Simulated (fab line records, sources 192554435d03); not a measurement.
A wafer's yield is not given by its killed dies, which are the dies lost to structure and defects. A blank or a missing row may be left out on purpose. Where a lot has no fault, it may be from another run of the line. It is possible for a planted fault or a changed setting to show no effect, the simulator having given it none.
Split-lot study :: flow n5_finfet :: on a route of 1938 steps: 7 lots, 21 wafers read

== THE SPLIT ==
At N5_BEOL_M3_COAT_22 (resist thk 30 nm), the setting spin_rpm was moved away from the recipe's 1500 rpm on 6 of the 21 wafers read, by -9.7% to +11.1%. For the rest of the wafers, this setting stayed at what the recipe calls for.

== FROM THE SPLIT TO THE READING: what the file shows between them, 2 steps ==
- N5_BEOL_M3_EBR_24
- N5_BEOL_M3_SOFTBAKE_23: time 60 s

== THE READING ==
CAR-EUV_of_BEOL_M3_COAT_22.thk_nm (the simulator's own value, which no gauge read), in nm, at N5_BEOL_M3_DESCUM_33 (chemistry O2, time 7 s). The file does not state a usual value for it. Across the 15 wafers here that went through the recipe, the average is 26.1 nm and the standard deviation 0.1 nm.

wafer: L074.2
tool, chamber at the split: litho_track-02, 0
spin_rpm as run, rpm: 1500
against the recipe: recipe
CAR-EUV_of_BEOL_M3_COAT_22.thk_nm, nm: 26.2
against lot-mates on the recipe: -

wafer: L074.3
tool, chamber at the split: litho_track-02, 0
spin_rpm as run, rpm: 1601
against the recipe: +6.7%
CAR-EUV_of_BEOL_M3_COAT_22.thk_nm, nm: 25
against lot-mates on the recipe: -1.2

wafer: L074.6
tool, chamber at the split: litho_track-02, 0
spin_rpm as run, rpm: 1601
against the recipe: +6.7%
CAR-EUV_of_BEOL_M3_COAT_22.thk_nm, nm: 25.2
against lot-mates on the recipe: -1.0

wafer: L075.3
tool, chamber at the split: litho_track-04, 0
spin_rpm as run, rpm: 1500
against the recipe: recipe
CAR-EUV_of_BEOL_M3_COAT_22.thk_nm, nm: 26
against lot-mates on the recipe: -

wafer: L075.4
tool, chamber at the split: litho_track-04, 0
spin_rpm as run, rpm: 1500
against the recipe: recipe
CAR-EUV_of_BEOL_M3_COAT_22.thk_nm, nm: 26
against lot-mates on the recipe: -

wafer: L075.6
tool, chamber at the split: litho_track-04, 0
spin_rpm as run, rpm: 1500
against the recipe: recipe
CAR-EUV_of_BEOL_M3_COAT_22.thk_nm, nm: 26.2
against lot-mates on the recipe: -

wafer: L083.3
tool, chamber at the split: litho_track-02, 0
spin_rpm as run, rpm: 1500
against the recipe: recipe
CAR-EUV_of_BEOL_M3_COAT_22.thk_nm, nm: 26.2
against lot-mates on the recipe: -

wafer: L083.4
tool, chamber at the split: litho_track-02, 0
spin_rpm as run, rpm: 1355
against the recipe: -9.7%
CAR-EUV_of_BEOL_M3_COAT_22.thk_nm, nm: 27.8
against lot-mates on the recipe: +1.7

wafer: L083.5
tool, chamber at the split: litho_track-02, 0
spin_rpm as run, rpm: 1500
against the recipe: recipe
CAR-EUV_of_BEOL_M3_COAT_22.thk_nm, nm: 26
against lot-mates on the recipe: -

wafer: L087.4
tool, chamber at the split: litho_track-04, 0
spin_rpm as run, rpm: 1500
against the recipe: recipe
CAR-EUV_of_BEOL_M3_COAT_22.thk_nm, nm: 26.2
against lot-mates on the recipe: -

wafer: L087.5
tool, chamber at the split: litho_track-04, 0
spin_rpm as run, rpm: 1500
against the recipe: recipe
CAR-EUV_of_BEOL_M3_COAT_22.thk_nm, nm: 26.2
against lot-mates on the recipe: -

wafer: L087.6
tool, chamber at the split: litho_track-04, 0
spin_rpm as run, rpm: 1500
against the recipe: recipe
CAR-EUV_of_BEOL_M3_COAT_22.thk_nm, nm: 26.2
against lot-mates on the recipe: -

wafer: L086.1
tool, chamber at the split: litho_track-02, 0
spin_rpm as run, rpm: 1666
against the recipe: +11.1%
CAR-EUV_of_BEOL_M3_COAT_22.thk_nm, nm: 24.6
against lot-mates on the recipe: -1.6

wafer: L086.2
tool, chamber at the split: litho_track-02, 0
spin_rpm as run, rpm: 1666
against the recipe: +11.1%
CAR-EUV_of_BEOL_M3_COAT_22.thk_nm, nm: 24.6
against lot-mates on the recipe: -1.6

wafer: L086.4
tool, chamber at the split: litho_track-02, 0
spin_rpm as run, rpm: 1500
against the recipe: recipe
CAR-EUV_of_BEOL_M3_COAT_22.thk_nm, nm: 26.2
against lot-mates on the recipe: -

wafer: L091.2
tool, chamber at the split: litho_track-05, 0
spin_rpm as run, rpm: 1500
against the recipe: recipe
CAR-EUV_of_BEOL_M3_COAT_22.thk_nm, nm: 26
against lot-mates on the recipe: -

wafer: L091.5
tool, chamber at the split: litho_track-05, 0
spin_rpm as run, rpm: 1500
against the recipe: recipe
CAR-EUV_of_BEOL_M3_COAT_22.thk_nm, nm: 26
against lot-mates on the recipe: -

wafer: L091.3
tool, chamber at the split: litho_track-05, 0
spin_rpm as run, rpm: 1425
against the recipe: -5.0%
CAR-EUV_of_BEOL_M3_COAT_22.thk_nm, nm: 27
against lot-mates on the recipe: +1.0

wafer: L093.3
tool, chamber at the split: litho_track-05, 0
spin_rpm as run, rpm: 1500
against the recipe: recipe
CAR-EUV_of_BEOL_M3_COAT_22.thk_nm, nm: 26
against lot-mates on the recipe: -

wafer: L093.5
tool, chamber at the split: litho_track-05, 0
spin_rpm as run, rpm: 1500
against the recipe: recipe
CAR-EUV_of_BEOL_M3_COAT_22.thk_nm, nm: 26
against lot-mates on the recipe: -

wafer: L093.6
tool, chamber at the split: litho_track-05, 0
spin_rpm as run, rpm: 1500
against the recipe: recipe
CAR-EUV_of_BEOL_M3_COAT_22.thk_nm, nm: 26.2
against lot-mates on the recipe: -

FIT RESULTS
A straight line over all 21 wafers: CAR-EUV_of_BEOL_M3_COAT_22.thk_nm changes by -0.151 nm for each +1% of spin_rpm; r = -0.99; the points scatter about the line by 0.12 nm.
The same after taking each lot's own level away (the mean of its wafers on the recipe; 21 wafers): -0.159 nm for each +1%; r = -0.99; scatter 0.1 nm.
According to that fit, moving spin_rpm by its largest amount changes the reading by 1.8 nm.
The span of the lots' own levels, 26.00 to 26.20 nm, comes to 2.0 times the standard deviation stated above.
Consequently the slope shifts little with the lot-to-lot level, the two slopes agreeing.
Check: with one of the wafers moved furthest among these (+11.1%) left out of the fit, the line predicts -1.78 nm for it against its lot-mates. Against them it came out at -1.6 nm.

== OTHER SPLITS APPLIED TO THESE WAFERS ==
Other splits were also applied to these wafers ahead of the reading. Each is held against what the fit with the lots' levels taken away leaves over:
other split on the same wafers: N5_BEOL_M2_DESCUM_16 time_s
wafers away from the commonest value: 8
r with CAR-EUV_of_BEOL_M3_COAT_22.thk_nm (lot level and that fit taken away): -0.12

other split on the same wafers: N5_BEOL_M3_COAT_68 spin_rpm
wafers away from the commonest value: 6
r with CAR-EUV_of_BEOL_M3_COAT_22.thk_nm (lot level and that fit taken away): -0.02

== THE WHOLE CHAIN: every reading that the file lists as answering this split, in the file's order ==
step: N5_BEOL_M3_COAT_22
what it does: resist thk 30 nm
reading: CAR-EUV_of_BEOL_M3_COAT_22.thk_nm (the simulator's own value, which no gauge read)
change (the file's fit): -0.151 nm for each +1% of the setting
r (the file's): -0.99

step: N5_BEOL_M3_DESCUM_33
what it does: chemistry O2, time 7 s
reading: CAR-EUV_of_BEOL_M3_COAT_22.thk_nm (the simulator's own value, which no gauge read)
change (the file's fit): -0.163 nm for each +1% of the setting
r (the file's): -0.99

== FILE'S OWN FIT ==
CAR-EUV_of_BEOL_M3_COAT_22.thk_nm changes by -0.163 nm for each +1% of spin_rpm, r = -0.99.
